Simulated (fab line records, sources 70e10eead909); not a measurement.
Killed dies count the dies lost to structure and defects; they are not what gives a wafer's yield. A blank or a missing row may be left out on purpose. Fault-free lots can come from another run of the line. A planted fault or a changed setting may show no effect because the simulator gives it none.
Which tool did it? || flow nandHarc || 13 lots with 39 wafers sampled at 5 steps, on a route of 1302 steps

WHAT THE GAUGES SHOWED, per wafer
NHARC_P_ZERO_WELL_CD_MEAS_11: target cd 500 nm. Usual: cdNm 499.7 nm, standard deviation 2.2.
{"lot": "L394", "measured": "day 2 07:14", "on": "cdSem-01", "cdNm (nm)": "500.2 502.1 499.1", "flag": ""}
{"lot": "L395", "measured": "day 2 17:16", "on": "cdSem-02", "cdNm (nm)": "500.8 500.5 499.5", "flag": ""}
{"lot": "L396", "measured": "day 3 03:15", "on": "cdSem-02", "cdNm (nm)": "499.8 500.7 498.4", "flag": ""}
{"lot": "L397", "measured": "day 3 13:21", "on": "cdSem-03", "cdNm (nm)": "495.6 499.8 496.3", "flag": ""}
{"lot": "L399", "measured": "day 4 09:14", "on": "cdSem-01", "cdNm (nm)": "501.5 500.2 498.6", "flag": ""}
{"lot": "L401", "measured": "day 5 05:28", "on": "cdSem-03", "cdNm (nm)": "500.1 502.5 500.5", "flag": ""}
{"lot": "L403", "measured": "day 6 01:16", "on": "cdSem-01", "cdNm (nm)": "500.0 495.1 498.2", "flag": ""}
{"lot": "L409", "measured": "day 8 13:07", "on": "cdSem-02", "cdNm (nm)": "502.2 500.2 501.8", "flag": ""}
{"lot": "L410", "measured": "day 8 23:15", "on": "cdSem-02", "cdNm (nm)": "498.1 495.6 498.0", "flag": ""}
{"lot": "L413", "measured": "day 10 05:15", "on": "cdSem-02", "cdNm (nm)": "498.3 501.4 497.3", "flag": ""}
{"lot": "L414", "measured": "day 10 15:07", "on": "cdSem-02", "cdNm (nm)": "502.6 503.7 503.5", "flag": ""}
{"lot": "L415", "measured": "day 11 01:07", "on": "cdSem-03", "cdNm (nm)": "502.0 502.4 500.4", "flag": ""}
{"lot": "L416", "measured": "day 11 11:09", "on": "cdSem-02", "cdNm (nm)": "500.7 503.3 502.6", "flag": ""}

NHARC_P_STI_CD_MEAS_09: target cd 200 nm. Usual: cdNm 199.3 nm, standard deviation 2.2.
{"lot": "L394", "measured": "day 3 04:00", "on": "cdSem-02", "cdNm (nm)": "201.4 197.6 199.6", "flag": ""}
{"lot": "L395", "measured": "day 3 15:04", "on": "cdSem-01", "cdNm (nm)": "199.8 197.0 201.3", "flag": ""}
{"lot": "L396", "measured": "day 4 02:23", "on": "cdSem-01", "cdNm (nm)": "200.2 197.5 199.5", "flag": ""}
{"lot": "L397", "measured": "day 4 10:11", "on": "cdSem-01", "cdNm (nm)": "198.4 202.7 204.1", "flag": ""}
{"lot": "L399", "measured": "day 5 07:05", "on": "cdSem-02", "cdNm (nm)": "203.6 200.9 202.4", "flag": ""}
{"lot": "L401", "measured": "day 6 03:04", "on": "cdSem-01", "cdNm (nm)": "199.7 198.1 200.8", "flag": ""}
{"lot": "L403", "measured": "day 7 02:24", "on": "cdSem-01", "cdNm (nm)": "194.3 199.2 198.3", "flag": ""}
{"lot": "L413", "measured": "day 11 03:06", "on": "cdSem-03", "cdNm (nm)": "198.9 196.4 198.8", "flag": ""}
{"lot": "L414", "measured": "day 11 12:17", "on": "cdSem-03", "cdNm (nm)": "202.2 200.9 199.9", "flag": ""}
{"lot": "L415", "measured": "day 12 01:52", "on": "cdSem-03", "cdNm (nm)": "202.0 197.4 198.3", "flag": ""}
{"lot": "L416", "measured": "day 12 09:58", "on": "cdSem-03", "cdNm (nm)": "197.1 203.3 202.0", "flag": ""}

NHARC_END_SORT_01. Usual: killedAtArray 58, standard deviation 18; killedAtOther 1.0, standard deviation 1.5; killedAtPeriphery 4, standard deviation 3.1; killedDies 64, standard deviation 18; killedOpen 3.4, standard deviation 1.9; killedShort 2.7, standard deviation 1.7.
{"lot": "L401", "measured": "day 28 16:02", "on": "prober-01", "killedAtArray": "75 84 85", "killedAtOther": "8 2 7", "killedAtPeriphery": "10 11 7", "killedDies": "93 97 99", "killedOpen": "2 4 3", "killedShort": "2 5 1", "flag": "OFF"}
{"lot": "L409", "measured": "day 31 23:22", "on": "prober-01", "killedAtArray": "72 73 80", "killedAtOther": "0 0 1", "killedAtPeriphery": "605 604 596", "killedDies": "677 677 677", "killedOpen": "4 4 3", "killedShort": "0 3 0", "flag": "OFF"}
{"lot": "L410", "measured": "day 31 09:43", "on": "prober-02", "killedAtArray": "82 60 65", "killedAtOther": "2 1 0", "killedAtPeriphery": "593 616 612", "killedDies": "677 677 677", "killedOpen": "6 3 0", "killedShort": "4 0 4", "flag": "OFF"}

EACH LOT AND THE TOOL THAT RAN IT (in order: tool; ch and the chambers of the sampled wafers; start)
{"lot": "L394", "NHARC_P_ZERO_WELL_STRIP_56": "wetBench-01 ch 0,1,3, day 2 12:29", "NHARC_P_STI_ETCH_31": "rieDiel-04 ch 0,3, no start"}
{"lot": "L395", "NHARC_P_ZERO_WELL_STRIP_56": "wetBench-03 ch 3,5,7, day 2 22:31", "NHARC_P_STI_ETCH_31": "rieDiel-11 ch 1,2, no start"}
{"lot": "L396", "NHARC_P_ZERO_WELL_STRIP_56": "wetBench-07 ch 0,1,3, day 3 08:28", "NHARC_P_STI_ETCH_31": "rieDiel-04 ch 0,2,3, no start"}
{"lot": "L397", "NHARC_P_ZERO_WELL_STRIP_56": "wetBench-03 ch 0,3,7, day 3 18:40", "NHARC_P_STI_ETCH_31": "rieDiel-01 ch 1,2,3, no start"}
{"lot": "L399", "NHARC_P_ZERO_WELL_STRIP_56": "wetBench-01 ch 1,2,5, day 4 14:45", "NHARC_P_STI_ETCH_31": "rieDiel-04 ch 1,2,3, no start"}
{"lot": "L401", "NHARC_P_ZERO_WELL_STRIP_56": "wetBench-03 ch 0,1,5, day 5 10:37", "NHARC_P_STI_ETCH_31": "rieDiel-01 ch 0,2,3, day 28 16:02 or earlier"}
{"lot": "L403", "NHARC_P_ZERO_WELL_STRIP_56": "wetBench-01 ch 3,4,6, day 6 06:30", "NHARC_P_STI_ETCH_31": "rieDiel-04 ch 2,3, no start"}
{"lot": "L409", "NHARC_P_ZERO_WELL_STRIP_56": "wetBench-03 ch 0,3,7, day 8 18:23", "NHARC_P_STI_ETCH_31": "-"}
{"lot": "L410", "NHARC_P_ZERO_WELL_STRIP_56": "wetBench-03 ch 0,6,7, day 9 04:37", "NHARC_P_STI_ETCH_31": "-"}
{"lot": "L413", "NHARC_P_ZERO_WELL_STRIP_56": "wetBench-01 ch 2,3,5, day 10 10:34", "NHARC_P_STI_ETCH_31": "rieDiel-04 ch 1,2,3, no start"}
{"lot": "L414", "NHARC_P_ZERO_WELL_STRIP_56": "wetBench-07 ch 0,1,7, day 10 20:44", "NHARC_P_STI_ETCH_31": "rieDiel-11 ch 1,3, no start"}
{"lot": "L415", "NHARC_P_ZERO_WELL_STRIP_56": "wetBench-03 ch 0,2,6, day 11 06:32", "NHARC_P_STI_ETCH_31": "rieDiel-01 ch 0,1,3, no start"}
{"lot": "L416", "NHARC_P_ZERO_WELL_STRIP_56": "wetBench-01 ch 1,2,3, day 11 16:27", "NHARC_P_STI_ETCH_31": "rieDiel-01 ch 1,2,3, no start"}
- NHARC_P_ZERO_WELL_STRIP_56: strips in SPM, time 840 s.
- NHARC_P_STI_ETCH_31: etches the open film in CF4/CHF3, target depth 108.9 nm, time 54.5 s.

WHAT THE TOOLS THEMSELVES READ (means of the sampled wafers that have a number; where no wafer has one, the mark that the record gives instead)
NHARC_P_ZERO_WELL_STRIP_56. Usual: bathGuardTempC 130.1 C, standard deviation 0.62; bathHeatDutyPct 14.9 %, standard deviation 1.5.
{"lot": "L394", "tool": "wetBench-01", "bathGuardTempC (C)": 129.6, "bathHeatDutyPct (%)": 14.9, "flag": ""}
{"lot": "L395", "tool": "wetBench-03", "bathGuardTempC (C)": 130.5, "bathHeatDutyPct (%)": 13.6, "flag": ""}
{"lot": "L396", "tool": "wetBench-07", "bathGuardTempC (C)": 130.5, "bathHeatDutyPct (%)": 15.4, "flag": ""}
{"lot": "L397", "tool": "wetBench-03", "bathGuardTempC (C)": 130.9, "bathHeatDutyPct (%)": 14.0, "flag": ""}
{"lot": "L399", "tool": "wetBench-01", "bathGuardTempC (C)": 129.8, "bathHeatDutyPct (%)": 15.2, "flag": ""}
{"lot": "L401", "tool": "wetBench-03", "bathGuardTempC (C)": 130.7, "bathHeatDutyPct (%)": 14.4, "flag": ""}
{"lot": "L403", "tool": "wetBench-01", "bathGuardTempC (C)": 129.8, "bathHeatDutyPct (%)": 15.2, "flag": ""}
{"lot": "L409", "tool": "wetBench-03", "bathGuardTempC (C)": "-", "bathHeatDutyPct (%)": "-", "flag": "OFF"}
{"lot": "L410", "tool": "wetBench-03", "bathGuardTempC (C)": "-", "bathHeatDutyPct (%)": "-", "flag": "OFF"}
{"lot": "L413", "tool": "wetBench-01", "bathGuardTempC (C)": 129.7, "bathHeatDutyPct (%)": 14.0, "flag": ""}
{"lot": "L414", "tool": "wetBench-07", "bathGuardTempC (C)": 130.4, "bathHeatDutyPct (%)": 14.3, "flag": ""}
{"lot": "L415", "tool": "wetBench-03", "bathGuardTempC (C)": 130.6, "bathHeatDutyPct (%)": 15.3, "flag": ""}
{"lot": "L416", "tool": "wetBench-01", "bathGuardTempC (C)": 129.9, "bathHeatDutyPct (%)": 14.9, "flag": ""}

NHARC_P_STI_ETCH_31. Usual: drypumpMotorCurrentA 5.8 A, standard deviation 0.33; oesProductAu 0.964 a.u., standard deviation 0.017; rfVppV 369.4 V, standard deviation 2.6; showerheadPlenumPTorr 1.54 Torr, standard deviation 0.073; throttleValvePct 16.801 %, standard deviation 0.0097.
{"lot": "L394", "tool": "rieDiel-04", "drypumpMotorCurrentA (A)": 5.4, "oesProductAu (a.u.)": 0.973, "rfVppV (V)": 369.0, "showerheadPlenumPTorr (Torr)": 1.51, "throttleValvePct (%)": 16.804, "flag": ""}
{"lot": "L395", "tool": "rieDiel-11", "drypumpMotorCurrentA (A)": 5.5, "oesProductAu (a.u.)": 0.972, "rfVppV (V)": 374.2, "showerheadPlenumPTorr (Torr)": 1.66, "throttleValvePct (%)": 16.803, "flag": ""}
{"lot": "L396", "tool": "rieDiel-04", "drypumpMotorCurrentA (A)": 5.5, "oesProductAu (a.u.)": 0.964, "rfVppV (V)": 368.9, "showerheadPlenumPTorr (Torr)": 1.51, "throttleValvePct (%)": 16.816, "flag": ""}
{"lot": "L397", "tool": "rieDiel-01", "drypumpMotorCurrentA (A)": 5.9, "oesProductAu (a.u.)": 0.968, "rfVppV (V)": 367.5, "showerheadPlenumPTorr (Torr)": 1.48, "throttleValvePct (%)": 16.809, "flag": ""}
{"lot": "L399", "tool": "rieDiel-04", "drypumpMotorCurrentA (A)": 6.0, "oesProductAu (a.u.)": 0.972, "rfVppV (V)": 368.7, "showerheadPlenumPTorr (Torr)": 1.51, "throttleValvePct (%)": 16.797, "flag": ""}
{"lot": "L401", "tool": "rieDiel-01", "drypumpMotorCurrentA (A)": 5.9, "oesProductAu (a.u.)": 0.967, "rfVppV (V)": 368.8, "showerheadPlenumPTorr (Torr)": 1.51, "throttleValvePct (%)": 16.796, "flag": ""}
{"lot": "L403", "tool": "rieDiel-04", "drypumpMotorCurrentA (A)": 5.7, "oesProductAu (a.u.)": 0.972, "rfVppV (V)": 368.6, "showerheadPlenumPTorr (Torr)": 1.52, "throttleValvePct (%)": 16.802, "flag": ""}
{"lot": "L413", "tool": "rieDiel-04", "drypumpMotorCurrentA (A)": 6.0, "oesProductAu (a.u.)": 0.976, "rfVppV (V)": 368.9, "showerheadPlenumPTorr (Torr)": 1.51, "throttleValvePct (%)": 16.806, "flag": ""}
{"lot": "L414", "tool": "rieDiel-11", "drypumpMotorCurrentA (A)": 5.6, "oesProductAu (a.u.)": 0.966, "rfVppV (V)": 374.2, "showerheadPlenumPTorr (Torr)": 1.68, "throttleValvePct (%)": 16.792, "flag": ""}
{"lot": "L415", "tool": "rieDiel-01", "drypumpMotorCurrentA (A)": 6.0, "oesProductAu (a.u.)": 0.945, "rfVppV (V)": 368.8, "showerheadPlenumPTorr (Torr)": 1.51, "throttleValvePct (%)": 16.806, "flag": ""}
{"lot": "L416", "tool": "rieDiel-01", "drypumpMotorCurrentA (A)": 5.8, "oesProductAu (a.u.)": 0.969, "rfVppV (V)": 367.9, "showerheadPlenumPTorr (Torr)": 1.48, "throttleValvePct (%)": 16.804, "flag": ""}

THE ANSWER, worked out from the rows above alone
Rule: lot off if the mean of its wafers having a number is beyond 3 standard deviations from the usual mean. A lot without any number at a reading at which 4 lots or more have one is off too. All remaining lots with rows at the step are treated as sound. First the gauges in route order, then the tools' own readings, where a lot's mean is used as printed above. At the first step where some lot is off, the reading lying furthest off is the one used; lots without a number count as furthest.
Off: L409, L410, at NHARC_END_SORT_01 (killedAtPeriphery). Neither off nor sound, because the step has no rows for them: L394, L395, L396, L397, L399, L403, L413, L414, L415, L416.
If a tool, at a process step before that reading, ran all the lots that are off and no sound lot after the first of them, it fits. The gauges at NHARC_END_SORT_01 aren't tried: what is off there is off at NHARC_P_ZERO_WELL_STRIP_56 too, on other tools, and a gauge's error can't cause that. With no start given for some of its lots, NHARC_P_STI_ETCH_31 uses the hours and lot order of NHARC_END_SORT_01. One fits: wetBench-03 at NHARC_P_ZERO_WELL_STRIP_56. Its last sound lot is L401 (day 5 10:37), its first lot that is off L409 (day 8 18:23): a fault that began between those two fits.

WHAT HAD BEEN PUT IN BY THE SIMULATOR
Skipped step whole: wetBench-03, from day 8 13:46 on, at NHARC_P_ZERO_WELL_STRIP_56. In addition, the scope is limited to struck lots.
Shown lots that were struck: L409, L410. Same finding as the rule above.
